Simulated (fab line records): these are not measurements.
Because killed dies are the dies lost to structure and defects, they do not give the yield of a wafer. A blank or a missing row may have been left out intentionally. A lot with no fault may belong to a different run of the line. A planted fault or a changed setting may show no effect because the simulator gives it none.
Chamber matching || flow nandHarc || NHARC_A_STAIRCASE_DEP_417 on pecvd-03 has 3 sister chambers
The step deposits Si3N4, target thk 60 nm. 6 wafers are shown with their chamber, then 10 later ones without.

## WAFERS WITH THEIR CHAMBER
{"wafer": "L076.2", "chamber": 1, "heaterPowerW (W)": 746}
{"wafer": "L076.5", "chamber": 1, "heaterPowerW (W)": 760}
{"wafer": "L078.3", "chamber": 2, "heaterPowerW (W)": 759}
{"wafer": "L081.3", "chamber": 2, "heaterPowerW (W)": 828}
{"wafer": "L089.1", "chamber": 0, "heaterPowerW (W)": 748}
{"wafer": "L089.4", "chamber": 0, "heaterPowerW (W)": 744}

## WAFERS WHOSE CHAMBER IS MISSING
{"wafer": "L089.6", "heaterPowerW (W)": 780}
{"wafer": "L091.1", "heaterPowerW (W)": 834}
{"wafer": "L091.4", "heaterPowerW (W)": 727}
{"wafer": "L091.6", "heaterPowerW (W)": 838}
{"wafer": "L092.4", "heaterPowerW (W)": 769}
{"wafer": "L092.5", "heaterPowerW (W)": 833}
{"wafer": "L092.6", "heaterPowerW (W)": 815}
{"wafer": "L096.2", "heaterPowerW (W)": 713}
{"wafer": "L096.4", "heaterPowerW (W)": 772}
{"wafer": "L096.6", "heaterPowerW (W)": 779}

## THE CHAMBER EACH PASSED THROUGH
{"wafer": "L089.6", "from the rows above": "can't be placed: 2 or 1 or 0", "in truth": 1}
{"wafer": "L091.1", "from the rows above": "can't be placed: 2 or 1 or 0", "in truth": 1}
{"wafer": "L091.4", "from the rows above": "can't be placed: 0 or 1 or 2", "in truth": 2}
{"wafer": "L091.6", "from the rows above": "can't be placed: 2 or 1 or 0", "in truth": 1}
{"wafer": "L092.4", "from the rows above": "can't be placed: 1 or 0 or 2", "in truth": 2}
{"wafer": "L092.5", "from the rows above": "can't be placed: 2 or 1 or 0", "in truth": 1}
{"wafer": "L092.6", "from the rows above": "can't be placed: 2 or 1 or 0", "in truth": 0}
{"wafer": "L096.2", "from the rows above": "can't be placed: 0 or 1 or 2", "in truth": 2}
{"wafer": "L096.4", "from the rows above": "can't be placed: 1 or 2 or 0", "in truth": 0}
{"wafer": "L096.6", "from the rows above": "can't be placed: 2 or 1 or 0", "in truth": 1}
Correct placement for 0 of the 10. Unplaceable from these rows: 10, with the true chamber sitting among the candidates in 10. Placed wrongly: 0.
How it was worked out, from the rows above alone: a wafer's distance from a chamber is the root of the sum, over the readings, of the square of ((its reading less the chamber's mean) divided by the reading's scatter). If the next closest chamber is less than 2 further off than the closest, the wafer can't be placed; otherwise it belongs to the closest. The mean given for a chamber averages the wafers shown for that chamber. The scatter: take each reading less its chamber's mean, square it, sum over the shown wafers, divide by the number of wafers less the number of chambers, and take the root.
